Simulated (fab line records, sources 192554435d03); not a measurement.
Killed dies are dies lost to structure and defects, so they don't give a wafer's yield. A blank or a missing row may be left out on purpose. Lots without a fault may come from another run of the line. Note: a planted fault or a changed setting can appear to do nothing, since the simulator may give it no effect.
fab line records ; flow n5-finfet
record: lots: 7; wafers: 21
route steps=1938 shown MIM_BOT_ETCH@1866
start-h: the number of hours between the record's first day and the start of the first shown wafer of the lot ; wait-h: hours since the lot's step before ; " same as the row above ; L1.1+2: a single row standing in for several wafers ; - no value present, or no start provided ; * or withheld: withheld ; < > ~ a bound
route shown NAME@n: a module of which the file shows steps, and the number in the route of the first ; usual: mean/standard deviation taken from wafers without a fault ; same: alike in all rows ; chamber/n: place in a boat ; sites: the reading at each site ; _std_site: the standard deviation of these ; _edge_site: outer sites' mean less inner sites' ; radius-mm: for every site, how far away it sits from the centre of the wafer ; mask NAME#n: copy n ; behind: the most recent tool/chamber to have shaped the wafer ; hold: cause of the lot's hold/its duration in hours/its outcome ; device: whichever transistor did not switch (one of n, p or np) ; end of line: the tests these same wafers got at the end of their route ; a step with no rows: only its recipe ; killed: not the wafer's yield, but the dies lost to structure and defects at the first sort ; map: shows each die of a wafer: x if killed, . if not, _ if none is there
set.NAME: the setting the step ran with; set.NAME@STEP: the setting that earlier step ran with ; model.NAME: the simulator's own value behind a step, which no gauge read
lots whose settings were changed on purpose; a table a step, a row a wafer
== steps ==
step: N5_MIM_BOT_ETCH_ETCH_04
recipe: chemistry: CF4/O2; target: SiNx; target-depth-a: 260; time-s: 13; ion-energy-ev: 100; pressure-mtorr: 40; source-w: 535; bias-w: 49; Ar_flow_sccm: 100; cf4-flow-sccm: 100; O2_flow_sccm: 10
lot.wafer;tool;chamber;start-h;wait-h;set.time-s;model.etch.depth-nm
L075.1;rie-diel-04;0;280.01;0.0;13;25.95
L075.3;rie-diel-04;2;280.01;0.0;13;25.94
L075.4;rie-diel-04;3;280.01;0.0;15.5;30.09
L078.2;rie-diel-02;2;324.18;0.0;14.71;29.57
L078.4;rie-diel-02;0;324.18;0.0;13;26.58
L078.5;rie-diel-02;3;324.18;0.0;14.71;29.7
L077.2;rie-diel-03;0;326.46;0.0;13;27.28
L077.3;rie-diel-03;3;326.46;0.0;13;26.15
L077.4;rie-diel-03;2;326.46;0.0;13;26.76
L081.3;rie-diel-02;0;345.72;0.0;13;26.61
L081.4;rie-diel-02;1;345.72;0.0;14.5;29.16
L081.6;rie-diel-02;2;345.72;0.0;13;25.87
L079.3;rie-diel-03;1;354.59;0.0;13;24.83
L079.4;rie-diel-03;2;354.59;0.0;13;26.37
L079.6;rie-diel-03;1;354.59;0.0;13;25.15
L082.2;rie-diel-02;2;362.78;0.0;13;25.96
L082.4;rie-diel-02;1;362.78;0.0;13;26.29
L082.5;rie-diel-02;1;362.78;0.0;12.1;24.28
L088.3;rie-diel-03;0;382.54;0.0;11.99;25.08
L088.5;rie-diel-03;3;382.54;0.0;11.99;23.69
L088.6;rie-diel-03;1;382.54;0.0;11.99;23.03
== key ==
split: step: N5_MIM_BOT_ETCH_ETCH_04; setting: time-s; stated: 13; by: wafer
response: step: N5_MIM_BOT_ETCH_ETCH_04; reading: model.etch.depth-nm; change: +0.23; per: 1%; r: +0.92
